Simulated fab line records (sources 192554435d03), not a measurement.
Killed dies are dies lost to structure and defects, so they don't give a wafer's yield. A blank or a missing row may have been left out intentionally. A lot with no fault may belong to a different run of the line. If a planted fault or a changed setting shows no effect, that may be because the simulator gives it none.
fab line records	flow n5-finfet
record lots=24	wafers=72	last-day=19
route steps=1938 shown BEOL_M5@1160
lots with no fault: from the same line, run without faults
start-h: the number of hours between the record's first day and the start of the first shown wafer of the lot	wait-h: hours elapsed since this lot's preceding step	" as in the row above	L1.1+2: one row covering several wafers at once	- no value, or no start given	* or withheld: withheld	< > ~ a bound
route shown NAME@n: NAME is a module with steps in the file, n the number in the route of the first one	usual: the fault-free wafers' mean and standard deviation	same: alike in all rows	chamber/n: place in a boat	sites: the reading at each site	_std_site: the values' standard deviation	_edge_site: inner sites' mean taken away from outer sites' mean	radius-mm: how far each site lies from the wafer's centre	mask NAME#n: copy n	behind: the most recent tool/chamber to have shaped the wafer	hold: the reason the lot was held/the length of the hold in hours/how it ended	device: whichever transistor did not switch (one of n, p or np)	end of line: at the end of the route, the tests of the same wafers	a step given without rows: its recipe and nothing more	killed: dies lost to structure and defects at the first sort, not the wafer's yield	map: dies across one wafer; x = killed, . = not, _ = none there
set.NAME: the setting the step ran with; set.NAME@STEP: the setting that earlier step ran with	model.NAME: the simulator's own value behind a step, which no gauge read
the route's steps for a sample of lots (tables are steps, rows are wafers)
services: a tool's chamber out of use, with start hour (start-h, from the record's first day; less than 0 if before it), hours out, and reason
## steps
# step N5_BEOL_M5_TRENCH_ETCH_37
# recipe chemistry=C4F6/O2	target-depth-a=716.52	target=SiCOH_lowk	time-s=24.7	ion-energy-ev=250	pressure-mtorr=30	source-w=345	bias-w=185	Ar_flow_sccm=300	C4F6_flow_sccm=10	O2_flow_sccm=10
# usual drypump-motor-current-A=5.5/0.37	oes-product-au=0.79/0.081	rf-vpp-V=672/16	showerhead-plenum-p-Torr=2.90/0.094	throttle-valve-pct=21.05/0.14
lot.wafer	tool	chamber	start-h	wait-h	drypump-motor-current-A	oes-product-au	rf-hours-counter-h	rf-vpp-V	showerhead-plenum-p-Torr	throttle-valve-pct
L074.1	rie-diel-02	2	-	-	5.7	0.75	153	696	2.96	20.96
L074.4	"	3	"	"	5.7	0.93	12	657	3.05	20.95
L074.6	"	3	"	"	5.7	0.94	-	657	3.05	20.92
L075.2	rie-diel-02	0	-	-	5.6	0.79	107	660	2.89	21.14
L075.4	"	1	"	"	6.1	0.90	46	667	2.90	21.31
L075.5	"	0	"	"	5.6	0.79	-	660	2.89	21.13
L077.1	rie-diel-02	2	-	-	5.7	0.75	157	695	2.96	20.96
L077.2	"	3	"	"	5.7	0.93	16	657	3.05	20.93
L077.4	"	1	"	"	6.0	0.88	48	667	2.90	21.29
L078.1	rie-diel-04	0	-	-	5.5	0.73	193	687	2.96	20.75
L078.2	"	3	"	"	5.4	0.67	231	676	2.79	21.15
L078.4	"	2	"	"	5.0	0.93	10	683	2.92	21.09
L079.1	rie-diel-05	1	-	-	6.2	0.80	89	672	2.86	20.97
L079.4	"	1	"	"	6.2	0.81	-	672	2.86	20.98
L079.6	"	3	"	"	5.3	0.74	-	669	2.75	21.04
L080.2	rie-diel-05	2	-	-	5.7	0.74	162	634	2.70	21.00
L080.3	"	3	"	"	5.4	0.74	183	670	2.75	21.07
L080.4	"	2	"	"	5.7	0.73	-	635	2.70	21.00
L081.3	rie-diel-04	3	-	-	5.4	0.67	235	676	2.79	21.16
L081.4	"	0	"	"	5.4	0.74	198	686	2.95	20.79
L081.6	"	1	"	"	5.0	0.73	-	679	2.96	20.99
L082.3	rie-diel-02	1	-	-	6.1	0.87	54	668	2.90	21.32
L082.4	"	2	"	"	5.7	0.75	163	695	2.96	20.97
L082.6	"	2	"	"	5.7	0.76	-	696	2.96	20.98
L083.2	rie-diel-04	3	-	-	5.3	0.67	243	677	2.79	21.19
L083.5	"	2	"	"	5.0	0.89	-	683	2.92	21.10
L083.6	"	0	"	"	5.4	0.73	-	689	2.95	20.80
L084.1	rie-diel-02	0	-	-	5.6	0.76	120	660	2.88	21.16
L084.3	"	3	"	"	5.7	0.89	28	656	3.04	20.94
L084.5	"	3	"	"	5.7	0.90	-	656	3.04	20.95
L085.2	rie-diel-04	2	-	-	5.0	0.90	28	683	2.92	21.11
L085.4	"	3	"	"	5.4	0.67	248	678	2.79	21.18
L085.6	"	2	"	"	5.0	0.88	-	682	2.92	21.13
L086.1	rie-diel-04	2	-	-	5.0	0.88	29	683	2.92	21.12
L086.2	"	0	"	"	5.5	0.73	213	687	2.95	20.79
L086.3	"	1	"	"	5.0	0.72	159	682	2.96	21.00
L087.1	rie-diel-04	2	-	-	5.0	0.88	31	682	2.91	21.12
L087.2	"	1	"	"	5.0	0.73	161	679	2.96	21.01
L087.5	"	0	"	"	5.5	0.72	-	687	2.95	20.81
L090.1	rie-diel-05	0	-	-	5.0	0.92	17	682	2.92	21.24
L090.5	"	1	"	"	6.2	0.78	-	672	2.86	21.00
L090.6	"	2	"	"	5.7	0.72	-	634	2.69	21.03
L088.1	rie-diel-04	0	-	-	5.5	0.72	218	688	2.94	20.80
L088.4	"	1	"	"	5.0	0.72	-	681	2.95	21.02
L088.5	"	2	"	"	5.0	0.88	-	681	2.91	21.14
L089.1	rie-diel-04	1	-	-	5.0	0.73	164	681	2.95	21.01
L089.4	"	1	"	"	5.0	0.72	-	679	2.95	21.02
L089.6	"	2	"	"	5.0	0.89	-	683	2.91	21.14
L091.1	rie-diel-05	3	-	-	5.4	0.72	202	669	2.74	21.10
L091.2	"	2	"	"	5.6	0.71	187	635	2.69	21.03
L091.4	"	1	"	"	6.2	0.78	114	670	2.85	21.01
L092.2	rie-diel-02	2	-	-	5.7	0.73	185	695	2.95	21.01
L092.4	"	1	"	"	6.1	0.85	75	667	2.89	21.36
L092.5	"	3	"	"	5.8	0.88	-	656	3.04	20.97
L093.2	rie-diel-04	1	-	-	5.0	0.72	171	680	2.95	21.03
L093.4	"	0	"	"	5.5	0.72	225	687	2.94	20.82
L093.6	"	0	"	"	5.5	0.71	-	687	2.94	20.82
L094.4	rie-diel-02	2	-	-	5.7	0.73	192	696	2.94	21.01
L094.5	"	0	"	"	5.5	0.75	-	660	2.87	21.19
L094.6	"	3	"	"	5.7	0.88	-	656	3.03	20.98
L076.2	rie-diel-02	3	-	-	5.7	0.88	47	657	3.03	20.99
L076.3	"	0	"	"	5.5	0.75	143	660	2.87	21.19
L076.5	"	2	"	"	5.7	0.73	-	694	2.95	21.00
L095.1	rie-diel-05	2	-	-	5.6	0.70	197	635	2.69	21.06
L095.3	"	0	"	"	5.0	0.89	31	683	2.91	21.28
L095.6	"	2	"	"	5.6	0.70	-	635	2.69	21.04
L097.1	rie-diel-02	3	-	-	5.7	0.85	54	658	3.03	21.01
L097.3	"	2	"	"	5.7	0.72	200	696	2.94	21.03
L097.6	"	3	"	"	5.7	0.85	-	656	3.03	20.97
L096.1	rie-diel-05	2	-	-	5.7	0.71	206	633	2.68	21.07
L096.3	"	0	"	"	5.0	0.88	40	680	2.91	21.28
L096.4	"	1	"	"	6.2	0.76	133	670	2.84	21.05
# step N5_BEOL_M5_ETCH_41
# recipe chemistry=CH3F/O2	target=SiCN	target-depth-a=315	taper-deg=2	time-s=56.7	ion-energy-ev=120	mask-material=TiN	pressure-mtorr=30	source-w=395	bias-w=75	Ar_flow_sccm=150	CH3F_flow_sccm=30	O2_flow_sccm=20
# usual drypump-motor-current-A=5.5/0.37	oes-product-au=0.79/0.081	rf-vpp-V=298.1/1.5	showerhead-plenum-p-Torr=2.04/0.068	throttle-valve-pct=16.42/0.12
lot.wafer	tool	chamber	start-h	wait-h	drypump-motor-current-A	oes-product-au	rf-hours-counter-h	rf-vpp-V	showerhead-plenum-p-Torr	throttle-valve-pct
L074.1	rie-diel-02	2	-	-	5.7	0.75	153	299.6	2.08	16.35
L074.4	"	3	"	"	5.7	0.94	12	298.6	2.15	16.23
L074.6	"	3	"	"	5.7	0.94	-	300.1	2.15	16.24
L075.2	rie-diel-02	0	-	-	5.6	0.78	107	299.1	2.03	16.46
L075.4	"	1	"	"	6.0	0.88	46	299.0	2.04	16.60
L075.5	"	0	"	"	5.6	0.79	-	297.7	2.03	16.47
L077.1	rie-diel-02	2	-	-	5.7	0.76	157	298.8	2.08	16.35
L077.2	"	3	"	"	5.7	0.93	16	300.6	2.15	16.25
L077.4	"	1	"	"	6.0	0.89	48	296.9	2.04	16.60
L078.1	rie-diel-04	0	-	-	5.4	0.73	193	298.7	2.08	16.21
L078.2	"	3	"	"	5.4	0.67	231	295.9	1.96	16.62
L078.4	"	2	"	"	4.9	0.94	10	299.6	2.06	16.40
L079.1	rie-diel-05	1	-	-	6.2	0.80	89	299.2	2.01	16.36
L079.4	"	1	"	"	6.2	0.80	-	297.7	2.01	16.34
L079.6	"	3	"	"	5.4	0.74	-	294.4	1.93	16.43
L080.2	rie-diel-05	2	-	-	5.7	0.74	162	295.5	1.90	16.47
L080.3	"	3	"	"	5.3	0.74	183	295.7	1.93	16.44
L080.4	"	2	"	"	5.6	0.73	-	294.6	1.90	16.46
L081.3	rie-diel-04	3	-	-	5.4	0.66	235	296.9	1.96	16.64
L081.4	"	0	"	"	5.5	0.73	198	298.3	2.08	16.21
L081.6	"	1	"	"	5.0	0.72	-	298.5	2.08	16.39
L082.3	rie-diel-02	1	-	-	6.0	0.87	54	297.8	2.04	16.62
L082.4	"	2	"	"	5.7	0.75	163	298.5	2.08	16.37
L082.6	"	2	"	"	5.7	0.76	-	298.7	2.08	16.36
L083.2	rie-diel-04	3	-	-	5.3	0.66	243	296.6	1.96	16.63
L083.5	"	2	"	"	5.0	0.90	-	296.5	2.05	16.41
L083.6	"	0	"	"	5.4	0.73	-	298.9	2.08	16.23
L084.1	rie-diel-02	0	-	-	5.5	0.77	121	297.9	2.03	16.49
L084.3	"	3	"	"	5.7	0.90	28	300.5	2.14	16.25
L084.5	"	3	"	"	5.7	0.90	-	301.3	2.14	16.26
L085.2	rie-diel-04	2	-	-	4.9	0.88	28	297.4	2.05	16.43
L085.4	"	3	"	"	5.4	0.66	248	296.1	1.96	16.66
L085.6	"	2	"	"	4.9	0.88	-	297.7	2.05	16.43
L086.1	rie-diel-04	2	-	-	5.0	0.88	29	298.9	2.05	16.43
L086.2	"	0	"	"	5.5	0.73	213	299.2	2.07	16.22
L086.3	"	1	"	"	4.9	0.72	159	299.1	2.08	16.40
L087.1	rie-diel-04	2	-	-	5.0	0.89	31	299.1	2.05	16.42
L087.2	"	1	"	"	5.0	0.73	161	298.6	2.08	16.41
L087.5	"	0	"	"	5.4	0.72	-	298.4	2.07	16.26
L090.1	rie-diel-05	0	-	-	5.0	0.91	17	297.4	2.05	16.51
L090.5	"	1	"	"	6.2	0.79	-	298.4	2.01	16.40
L090.6	"	2	"	"	5.7	0.72	-	295.8	1.89	16.51
L088.1	rie-diel-04	0	-	-	5.5	0.71	218	298.5	2.07	16.26
L088.4	"	1	"	"	5.0	0.72	-	297.1	2.08	16.39
L088.5	"	2	"	"	5.0	0.87	-	298.6	2.05	16.44
L089.1	rie-diel-04	1	-	-	5.0	0.72	164	300.2	2.08	16.41
L089.4	"	1	"	"	5.0	0.72	-	298.5	2.08	16.42
L089.6	"	2	"	"	4.9	0.88	-	298.8	2.05	16.43
L091.1	rie-diel-05	3	-	-	5.4	0.73	202	294.5	1.92	16.48
L091.2	"	2	"	"	5.6	0.73	187	294.6	1.89	16.51
L091.4	"	1	"	"	6.2	0.78	114	298.3	2.01	16.42
L092.2	rie-diel-02	2	-	-	5.7	0.74	185	299.8	2.07	16.39
L092.4	"	1	"	"	6.0	0.85	75	298.0	2.03	16.65
L092.5	"	3	"	"	5.7	0.86	-	297.7	2.14	16.29
L093.2	rie-diel-04	1	-	-	5.0	0.71	171	299.1	2.08	16.42
L093.4	"	0	"	"	5.5	0.72	225	297.4	2.07	16.27
L093.6	"	0	"	"	5.5	0.71	-	299.2	2.07	16.25
L094.4	rie-diel-02	2	-	-	5.8	0.73	192	299.9	2.07	16.42
L094.5	"	0	"	"	5.6	0.75	-	295.7	2.02	16.54
L094.6	"	3	"	"	5.7	0.87	-	300.3	2.14	16.30
L076.2	rie-diel-02	3	-	-	5.7	0.86	47	300.0	2.14	16.30
L076.3	"	0	"	"	5.6	0.75	143	297.9	2.02	16.53
L076.5	"	2	"	"	5.7	0.73	-	298.2	2.07	16.43
L095.1	rie-diel-05	2	-	-	5.7	0.71	197	294.7	1.89	16.52
L095.3	"	0	"	"	5.0	0.90	31	299.0	2.05	16.53
L095.6	"	2	"	"	5.7	0.71	-	295.3	1.89	16.52
L097.1	rie-diel-02	3	-	-	5.8	0.87	54	300.6	2.13	16.31
L097.3	"	2	"	"	5.7	0.72	200	298.5	2.07	16.44
L097.6	"	3	"	"	5.7	0.86	-	299.4	2.13	16.32
L096.1	rie-diel-05	2	-	-	5.7	0.70	206	295.7	1.88	16.55
L096.3	"	0	"	"	4.9	0.88	40	297.9	2.05	16.55
L096.4	"	1	"	"	6.2	0.76	133	295.6	2.00	16.44
# step N5_BEOL_M5_CURE_80
# recipe temp-c=370	time-s=120	ambient=DMADMS/He	material=SiCOH_lowk
# usual lamp-power-pct=52.30/0.054	wafer_temp_C_max=371.8/0.71
lot.wafer	tool	chamber	start-h	wait-h	lamp-power-pct	wafer_temp_C_max
L074.1	uv-cure-01	2	173.54	1.0	52.24	371.1
L074.4	"	2	"	"	52.27	371.0
L074.6	"	2	"	"	52.28	371.5
L075.2	uv-cure-01	0	179.35	0.1	52.29	372.1
L075.4	"	0	"	"	52.30	372.4
L075.5	"	0	"	"	52.38	371.7
L077.1	uv-cure-03	2	187.74	0.0	52.26	373.3
L077.2	"	2	"	"	52.23	372.4
L077.4	"	2	"	"	52.23	371.8
L078.1	uv-cure-02	1	190.31	0.0	52.28	372.5
L078.2	"	1	"	"	52.35	372.4
L078.4	"	1	"	"	52.40	373.5
L079.1	uv-cure-03	0	196.95	0.0	52.27	373.5
L079.4	"	0	"	"	52.33	374.0
L079.6	"	0	"	"	52.32	373.1
L080.2	uv-cure-01	1	204.87	0.1	52.31	371.2
L080.3	"	1	"	"	52.29	371.0
L080.4	"	1	"	"	52.23	371.0
L081.3	uv-cure-01	1	206.32	0.1	52.37	371.4
L081.4	"	1	"	"	52.33	370.6
L081.6	"	1	"	"	52.34	370.5
L082.3	uv-cure-02	1	214.56	0.1	52.22	371.8
L082.4	"	1	"	"	52.25	372.5
L082.6	"	1	"	"	52.38	373.0
L083.2	uv-cure-01	1	226.11	0.1	52.33	371.0
L083.5	"	1	"	"	52.33	371.2
L083.6	"	1	"	"	52.20	371.1
L084.1	uv-cure-01	0	233.05	0.0	52.29	371.6
L084.3	"	0	"	"	52.32	371.7
L084.5	"	0	"	"	52.34	371.3
L085.2	uv-cure-03	2	241.13	0.1	52.33	371.6
L085.4	"	2	"	"	52.34	371.9
L085.6	"	2	"	"	52.34	372.8
L086.1	uv-cure-02	0	244.53	0.0	52.31	372.5
L086.2	"	0	"	"	52.30	371.8
L086.3	"	0	"	"	52.30	373.6
L087.1	uv-cure-02	2	251.38	0.0	52.39	371.5
L087.2	"	2	"	"	52.30	371.9
L087.5	"	2	"	"	52.32	371.3
L090.1	uv-cure-03	2	264.16	0.0	52.34	372.4
L090.5	"	2	"	"	52.27	372.7
L090.6	"	2	"	"	52.29	372.0
L088.1	uv-cure-01	2	264.22	0.0	52.32	370.9
L088.4	"	2	"	"	52.24	371.5
L088.5	"	2	"	"	52.30	371.6
L089.1	uv-cure-02	2	264.60	0.0	52.32	371.5
L089.4	"	2	"	"	52.24	371.5
L089.6	"	2	"	"	52.33	371.5
L091.1	uv-cure-01	2	281.80	0.0	52.31	371.5
L091.2	"	2	"	"	52.29	371.0
L091.4	"	2	"	"	52.38	371.0
L092.2	uv-cure-01	0	288.25	0.1	52.32	371.6
L092.4	"	0	"	"	52.30	371.8
L092.5	"	0	"	"	52.18	372.0
L093.2	uv-cure-01	2	288.55	0.2	52.30	371.4
L093.4	"	2	"	"	52.30	371.3
L093.6	"	2	"	"	52.30	371.2
L094.4	uv-cure-01	1	311.59	0.2	52.35	371.1
L094.5	"	1	"	"	52.30	370.8
L094.6	"	1	"	"	52.28	371.1
L076.2	uv-cure-01	0	313.87	0.1	52.31	371.5
L076.3	"	0	"	"	52.31	372.4
L076.5	"	0	"	"	52.22	371.6
L095.1	uv-cure-01	0	316.12	0.0	52.27	372.0
L095.3	"	0	"	"	52.39	371.4
L095.6	"	0	"	"	52.36	372.0
L097.1	uv-cure-03	2	334.39	0.0	52.35	372.4
L097.3	"	2	"	"	52.21	372.7
L097.6	"	2	"	"	52.30	372.3
L096.1	uv-cure-01	0	349.28	0.0	52.36	371.4
L096.3	"	0	"	"	52.15	371.8
L096.4	"	0	"	"	52.20	371.9
# step N5_BEOL_M5_ALD_86
# recipe material=TaN	target-thk-a=*	temp-c=275	ald-precursor-family=PDMAT	ald-co-reactant=NH3	pressure-torr=3	carrier-flow-sccm=1500	pulse-time-s=2	purge-time-s=3	co-reactant-purge-time-s=2	co-reactant-pulse-time-s=3	ald-cycles=30	precursor-vessel-temp-c=75	precursor-vessel-pressure-torr=26.25	precursor-vessel-carrier-sccm=1000
# usual heater-power-outer-w=232/18	heater-power-w=423/31	precursor-vessel-pressure-torr=26.25/0.045	precursor-vessel-temp-c=75.00/0.11
# same purge-time-s=3
lot.wafer	tool	chamber	start-h	wait-h	heater-power-outer-w	heater-power-w	precursor-vessel-pressure-torr	precursor-vessel-temp-c	since-wet-clean-h
L074.1	ald-metal-03	3	174.60	0.1	243	399	26.23	75.04	1376
L074.4	"	0	"	"	223	389	26.23	75.05	1376
L074.6	"	2	"	"	229	440	26.28	75.00	-
L075.2	ald-metal-01	2	179.75	0.0	219	406	26.19	74.81	5997
L075.4	"	0	"	"	241	458	26.26	74.93	5997
L075.5	"	3	"	"	221	398	26.31	75.03	-
L077.1	ald-metal-03	2	188.19	0.0	226	448	26.32	74.92	1389
L077.2	"	1	"	"	233	449	26.26	74.96	1389
L077.4	"	3	"	"	241	413	26.18	74.93	1389
L078.1	ald-metal-04	2	191.04	0.1	252	454	26.25	75.02	4469
L078.2	"	0	"	"	255	461	26.23	74.85	4469
L078.4	"	3	"	"	206	353	26.29	74.95	4469
L079.1	ald-metal-04	3	197.92	0.1	201	359	26.26	75.05	4476
L079.4	"	2	"	"	259	457	26.22	75.02	4476
L079.6	"	3	"	"	195	357	26.30	74.99	-
L080.2	ald-metal-01	3	206.15	0.0	223	402	26.29	74.75	6023
L080.3	"	2	"	"	219	413	26.26	75.13	6023
L080.4	"	1	"	"	203	402	26.36	75.00	6023
L081.3	ald-metal-01	2	206.64	0.0	217	403	26.25	74.89	6023
L081.4	"	3	"	"	218	408	26.24	74.90	6023
L081.6	"	2	"	"	227	409	26.25	75.02	-
L082.3	ald-metal-03	0	214.99	0.0	216	393	26.27	74.93	1416
L082.4	"	2	"	"	235	446	26.31	74.83	1416
L082.6	"	3	"	"	243	389	26.24	74.91	-
L083.2	ald-metal-03	1	227.27	0.0	241	447	26.34	75.05	1429
L083.5	"	1	"	"	235	461	26.23	75.11	-
L083.6	"	2	"	"	234	450	26.26	75.26	-
L084.1	ald-metal-03	0	235.79	0.3	215	390	26.25	74.93	1437
L084.3	"	1	"	"	237	444	26.22	74.99	1437
L084.5	"	2	"	"	237	431	26.22	74.94	-
L085.2	ald-metal-03	3	241.58	0.1	246	411	26.23	74.90	1443
L085.4	"	0	"	"	220	386	26.20	75.10	1443
L085.6	"	2	"	"	233	442	26.23	74.86	-
L086.1	ald-metal-01	3	245.17	0.2	226	410	26.33	75.02	6062
L086.2	"	0	"	"	236	461	26.23	74.82	6062
L086.3	"	1	"	"	205	406	26.21	74.97	6062
L087.1	ald-metal-03	0	251.82	0.0	219	383	26.22	74.95	1453
L087.2	"	3	"	"	240	403	26.18	74.99	1453
L087.5	"	1	"	"	237	456	26.26	75.08	-
L090.1	ald-metal-04	2	264.59	0.0	258	451	26.28	74.91	4543
L090.5	"	2	"	"	254	467	26.14	74.94	-
L090.6	"	1	"	"	266	448	26.25	75.07	-
L088.1	ald-metal-01	0	264.64	0.0	240	457	26.25	75.08	6081
L088.4	"	3	"	"	220	413	26.24	75.22	6081
L088.5	"	1	"	"	200	407	26.14	75.00	-
L089.1	ald-metal-01	0	265.17	0.0	241	453	26.24	75.11	6082
L089.4	"	1	"	"	207	394	26.22	75.14	6082
L089.6	"	0	"	"	237	460	26.27	75.09	-
L091.1	ald-metal-03	1	282.33	0.0	235	447	26.20	75.06	1484
L091.2	"	3	"	"	246	399	26.22	74.77	1484
L091.4	"	2	"	"	235	444	26.27	75.02	1484
L092.2	ald-metal-03	2	288.62	0.0	235	428	26.28	75.10	1490
L092.4	"	1	"	"	235	452	26.19	75.13	1490
L092.5	"	3	"	"	242	405	26.25	74.91	-
L093.2	ald-metal-04	3	289.20	0.2	200	359	26.32	75.16	4567
L093.4	"	0	"	"	258	456	26.21	75.07	4567
L093.6	"	1	"	"	267	442	26.21	74.94	-
L094.4	ald-metal-04	1	313.50	0.1	263	442	26.26	74.95	4592
L094.5	"	0	"	"	253	454	26.30	74.98	-
L094.6	"	3	"	"	197	365	26.25	75.03	-
L076.2	ald-metal-01	1	314.32	0.1	202	410	26.29	74.95	6131
L076.3	"	3	"	"	229	411	26.22	74.89	6131
L076.5	"	3	"	"	220	417	26.29	75.08	-
L095.1	ald-metal-03	3	317.36	0.2	238	404	26.22	75.21	1519
L095.3	"	1	"	"	237	448	26.24	75.22	1519
L095.6	"	3	"	"	243	404	26.27	75.19	-
L097.1	ald-metal-03	3	335.08	0.2	238	422	26.21	75.12	1536
L097.3	"	2	"	"	234	462	26.25	74.88	1536
L097.6	"	1	"	"	239	468	26.23	74.90	-
L096.1	ald-metal-04	0	350.25	0.1	250	459	26.23	74.97	4629
L096.3	"	3	"	"	201	371	26.23	75.05	4629
L096.4	"	2	"	"	254	458	26.24	75.00	4629
# step N5_BEOL_M5_SPUTTER_81
# recipe material=Cu	target-thk-a=150	temp-c=-20	chamber-pressure-pa=0.07	power-w=withheld	time-s=27.62
# usual throttle-valve-pct=29.6/1.1
lot.wafer	tool	chamber	start-h	wait-h	throttle-valve-pct
L074.1	pvd-sputter-01	-	176.24	0.5	29.1
L074.4	"	-	"	"	31.3
L074.6	"	-	"	"	28.2
L075.2	pvd-sputter-01	-	181.61	0.5	28.5
L075.4	"	-	"	"	31.6
L075.5	"	-	"	"	29.4
L077.1	pvd-sputter-01	-	189.88	0.5	28.1
L077.2	"	-	"	"	31.8
L077.4	"	-	"	"	29.2
L078.1	pvd-sputter-02	-	192.60	0.5	30.0
L078.2	"	-	"	"	29.8
L078.4	"	-	"	"	31.3
L079.1	pvd-sputter-02	-	199.73	0.5	29.2
L079.4	"	-	"	"	29.8
L079.6	"	-	"	"	29.8
L080.2	pvd-sputter-02	-	207.71	0.5	29.6
L080.3	"	-	"	"	29.6
L080.4	"	-	"	"	29.5
L081.3	pvd-sputter-03	-	208.29	0.5	29.2
L081.4	"	-	"	"	27.5
L081.6	"	-	"	"	27.6
L082.3	pvd-sputter-01	-	216.59	0.5	28.4
L082.4	"	-	"	"	31.5
L082.6	"	-	"	"	29.3
L083.2	pvd-sputter-01	-	229.00	0.5	29.6
L083.5	"	-	"	"	29.6
L083.6	"	-	"	"	28.4
L084.1	pvd-sputter-03	-	237.80	0.6	28.2
L084.3	"	-	"	"	27.2
L084.5	"	-	"	"	28.3
L085.2	pvd-sputter-02	-	244.83	0.5	29.7
L085.4	"	-	"	"	31.5
L085.6	"	-	"	"	29.9
L086.1	pvd-sputter-01	-	248.08	0.5	29.1
L086.2	"	-	"	"	29.4
L086.3	"	-	"	"	31.5
L087.1	pvd-sputter-01	-	253.44	0.5	31.6
L087.2	"	-	"	"	29.7
L087.5	"	-	"	"	29.0
L090.1	pvd-sputter-03	-	266.23	0.5	31.1
L090.5	"	-	"	"	30.7
L090.6	"	-	"	"	29.0
L088.1	pvd-sputter-02	-	266.31	0.5	29.5
L088.4	"	-	"	"	30.1
L088.5	"	-	"	"	29.9
L089.1	pvd-sputter-01	-	267.16	0.5	28.7
L089.4	"	-	"	"	29.5
L089.6	"	-	"	"	29.2
L091.1	pvd-sputter-02	-	283.87	0.5	30.0
L091.2	"	-	"	"	31.8
L091.4	"	-	"	"	29.4
L092.2	pvd-sputter-01	-	290.27	0.5	29.0
L092.4	"	-	"	"	31.3
L092.5	"	-	"	"	29.5
L093.2	pvd-sputter-02	-	293.08	0.5	29.5
L093.4	"	-	"	"	29.9
L093.6	"	-	"	"	29.8
L094.4	pvd-sputter-02	-	315.20	0.5	29.6
L094.5	"	-	"	"	29.3
L094.6	"	-	"	"	29.8
L076.2	pvd-sputter-01	-	316.09	0.5	29.1
L076.3	"	-	"	"	31.4
L076.5	"	-	"	"	29.4
L095.1	pvd-sputter-03	-	319.35	0.5	27.3
L095.3	"	-	"	"	28.2
L095.6	"	-	"	"	27.3
L097.1	pvd-sputter-01	-	336.86	0.5	28.5
L097.3	"	-	"	"	29.5
L097.6	"	-	"	"	31.7
L096.1	pvd-sputter-01	-	351.93	0.5	29.5
L096.3	"	-	"	"	29.0
L096.4	"	-	"	"	28.1
# step N5_BEOL_M5_RS_MEAS_57
# recipe thk-meas-gauge=four-point-probe	reads=Co_of_BEOL_M5_CO_CAP_78+Cu_of_BEOL_M5_ECD_50+Co_of_BEOL_M5_CVD_47+TaN_of_BEOL_M5_ALD_86
# usual M5_RS=0.383/0.015
lot.wafer	tool	chamber	start-h	wait-h	M5_RS[ohm/sq]
L074.1	film-metro-01	-	180.56	0.0	0.376
L074.4	"	-	"	"	0.381
L074.6	"	-	"	"	0.384
L075.2	film-metro-02	-	185.93	0.1	0.376
L075.4	"	-	"	"	0.365
L075.5	"	-	"	"	0.371
L077.1	film-metro-01	-	194.34	0.0	0.387
L077.2	"	-	"	"	0.381
L077.4	"	-	"	"	0.387
L078.1	film-metro-01	-	197.06	0.0	0.400
L078.2	"	-	"	"	0.404
L078.4	"	-	"	"	0.372
L079.1	film-metro-01	-	205.24	0.1	0.377
L079.4	"	-	"	"	0.385
L079.6	"	-	"	"	0.394
L080.2	film-metro-02	-	212.08	0.1	0.386
L080.3	"	-	"	"	0.395
L080.4	"	-	"	"	0.394
L081.3	film-metro-02	-	213.27	0.1	0.383
L081.4	"	-	"	"	0.382
L081.6	"	-	"	"	0.423
L082.3	film-metro-01	-	221.24	0.1	0.368
L082.4	"	-	"	"	0.363
L082.6	"	-	"	"	0.361
L083.2	film-metro-01	-	233.49	0.1	0.376
L083.5	"	-	"	"	0.388
L083.6	"	-	"	"	0.387
L084.1	film-metro-01	-	242.45	0.0	0.382
L084.3	"	-	"	"	0.364
L084.5	"	-	"	"	0.363
L085.2	film-metro-02	-	249.15	0.1	0.367
L085.4	"	-	"	"	0.394
L085.6	"	-	"	"	0.367
L086.1	film-metro-02	-	252.63	0.0	0.375
L086.2	"	-	"	"	0.371
L086.3	"	-	"	"	0.394
L087.1	film-metro-02	-	265.28	0.0	0.374
L087.2	"	-	"	"	0.418
L087.5	"	-	"	"	0.366
L090.1	film-metro-01	-	270.55	0.0	0.382
L090.5	"	-	"	"	0.390
L090.6	"	-	"	"	0.389
L088.1	film-metro-02	-	270.62	0.0	0.397
L088.4	"	-	"	"	0.423
L088.5	"	-	"	"	0.372
L089.1	film-metro-01	-	271.67	0.1	0.415
L089.4	"	-	"	"	0.426
L089.6	"	-	"	"	0.374
L091.1	film-metro-02	-	288.55	0.0	0.388
L091.2	"	-	"	"	0.386
L091.4	"	-	"	"	0.392
L092.2	film-metro-01	-	294.65	0.1	0.384
L092.4	"	-	"	"	0.373
L092.5	"	-	"	"	0.381
L093.2	film-metro-01	-	297.46	0.1	0.414
L093.4	"	-	"	"	0.389
L093.6	"	-	"	"	0.393
L094.4	film-metro-02	-	319.52	0.0	0.376
L094.5	"	-	"	"	0.395
L094.6	"	-	"	"	0.364
L076.2	film-metro-02	-	320.68	0.1	0.369
L076.3	"	-	"	"	0.387
L076.5	"	-	"	"	0.364
L095.1	film-metro-01	-	323.68	0.0	0.398
L095.3	"	-	"	"	0.374
L095.6	"	-	"	"	0.384
L097.1	film-metro-02	-	341.23	0.0	0.366
L097.3	"	-	"	"	0.374
L097.6	"	-	"	"	0.363
L096.1	film-metro-02	-	356.25	0.0	0.391
L096.3	"	-	"	"	0.365
L096.4	"	-	"	"	0.388
## services
tool	chamber	start-h	hours	kind
uv-cure-01	-	159.52	1.6	repair
ald-metal-04	-	164.03	1.0	repair
uv-cure-02	-	165.65	2.1	pm
uv-cure-03	-	167.15	9.2	pm
rie-diel-02	-	180.09	1.3	repair
uv-cure-01	-	185.57	2.5	repair
ald-metal-01	0	198.69	3.0	repair
rie-diel-05	1	213.02	4.7	repair
rie-diel-04	1	214.95	6.7	repair
ald-metal-04	-	215.31	0.4	repair
ald-metal-01	2	219.25	23.0	repair
rie-diel-04	1	222.61	13.5	repair
rie-diel-05	1	230.47	5.5	repair
rie-diel-02	1	230.65	2.4	repair
rie-diel-05	3	263.47	13.5	repair
uv-cure-02	-	267.70	6.0	pm
uv-cure-01	-	284.76	2.1	pm
rie-diel-02	3	294.20	9.6	repair
pvd-sputter-02	-	302.85	7.1	repair
pvd-sputter-01	-	320.59	12.8	repair
ald-metal-04	1	323.35	26.0	repair
rie-diel-04	3	330.35	22.4	repair
ald-metal-01	-	337.25	14.0	pm
uv-cure-01	-	350.32	7.5	pm
## key
fault none
